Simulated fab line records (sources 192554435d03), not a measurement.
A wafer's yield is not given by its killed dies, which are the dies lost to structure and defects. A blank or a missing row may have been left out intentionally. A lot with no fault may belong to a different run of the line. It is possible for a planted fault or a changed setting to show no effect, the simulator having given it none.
A struck lot beside a sound one || flow n5_finfet || 15 out of 1938 route steps
Sound: wafers L710.1, L710.3, L710.4. Wafers struck: L721.3, L721.4, L721.5. At the end, the cause is stated.
Each step with rows lists, per side, the tool, then ch with its chambers, then its first start. Under that, the readings that differ: sound wafers || struck wafers || difference of the means || sigmas: that difference in standard deviations of wafers without a fault.
alike: same words and numbers on both sides, and readings whose means sit less than 2 such deviations apart. not compared: any withheld reading, any reading some wafer has no value for, any bound like >300 that may hide the same value, and any number with overlapping values for which the record gives no deviation.
Wherever a step has rows on one side only, a row that says differs or no value, or a row with sigmas, the two part there. Numbers that don't overlap but have no deviation are shown without sigmas and don't part them. Lack of a reading on every wafer of one side parts them only where that side has two or more wafers.

N5_BEOL_M5_SPUTTER_81: material Cu, target thk 15 nm, time 27.62 s.
  sound on pvd_sputter-01 at day 11 02:24; struck on pvd_sputter-01 at day 15 04:40
  alike: throttle_valve_pct
N5_BEOL_M5_ANNEAL_82: time 1800 s.
  sound on pvd_sputter-01 at day 11 02:29; struck on pvd_sputter-01 at day 15 04:44
  alike: heater_power_w
then, 2 steps without rows for these wafers: N5_BEOL_M5_SPUTTER_83 (material Cu, target thk 15 nm, time 27.62 s); N5_BEOL_M5_ANNEAL_84 (time 1800 s).
N5_BEOL_M5_SPUTTER_88: material Cu, target thk 15 nm, time 27.62 s.
  sound on pvd_sputter-01 at day 11 04:35; struck on pvd_sputter-01 at day 15 06:50
  alike: throttle_valve_pct
then, 3 steps without rows for these wafers: N5_BEOL_M5_ANNEAL_89 (time 1800 s); N5_BEOL_M5_SPUTTER_90 (material Cu, target thk 4.5 nm, time 8.29 s); N5_BEOL_M5_ECD_50 (material Cu, target thk 300 nm).
N5_BEOL_M5_ANNEAL_51: time 90 s.
  sound on rtp_anneal-01 ch 0, day 11 05:52; struck on rtp_anneal-02 ch 0, day 15 08:13
  alike: wafer_temp_C_max
then, 1 step without rows for these wafers: N5_BEOL_M5_CMP_52 (polishes, stops on SiCOH lowk, t overpolish 6.9 s, target thk 62 nm).
N5_BEOL_M5_THK_MEAS_53: measures by xrf.
  sound on film_metro-01 at day 11 06:38; struck on film_metro-02 at day 15 08:43
  alike: M5_THK
N5_BEOL_M5_PRE_CLEAN_77: time 15 s.
  sound on cvd_co-02 ch 0,1,2, day 11 06:41; struck on cvd_co-01 ch 0,1, day 15 08:45
  alike: heater_power_w
  not compared: since_wet_clean_h
N5_BEOL_M5_CO_CAP_78: material Co, precursor CCTBA/H2, target thk 2 nm, time 102.1 s.
  sound on cvd_co-02 ch 0,1,2, day 11 06:43; struck on cvd_co-01 ch 0,1, day 15 08:47
  no value came back on the struck wafers for chamber_pressure_Torr (Torr), heater_power_outer_w (W), heater_power_w (W), time_s (s); on the sound wafers chamber_pressure_Torr (Torr) reads 30.07 30.00 29.90
  not compared: since_wet_clean_h
then, 1 step without rows for these wafers: N5_BEOL_M5_PRE_CLEAN_55 (time 15 s).
-- record jumps: 4 days separate the struck wafers' starts on either side; left off in module BEOL_M5, taken up again in module PASSIVATION, whose first shown step is the route's number 1936 --
N5_PASSIVATION_PROBE_49:
  only the struck wafers here have rows in the record (prober-01, day 19 02:25); the sound ones have none

== WHERE THEY PART ==
Last at N5_PASSIVATION_PROBE_49 as far as this record goes, first at N5_BEOL_M5_CO_CAP_78.

WHY: whatever the simulator had introduced
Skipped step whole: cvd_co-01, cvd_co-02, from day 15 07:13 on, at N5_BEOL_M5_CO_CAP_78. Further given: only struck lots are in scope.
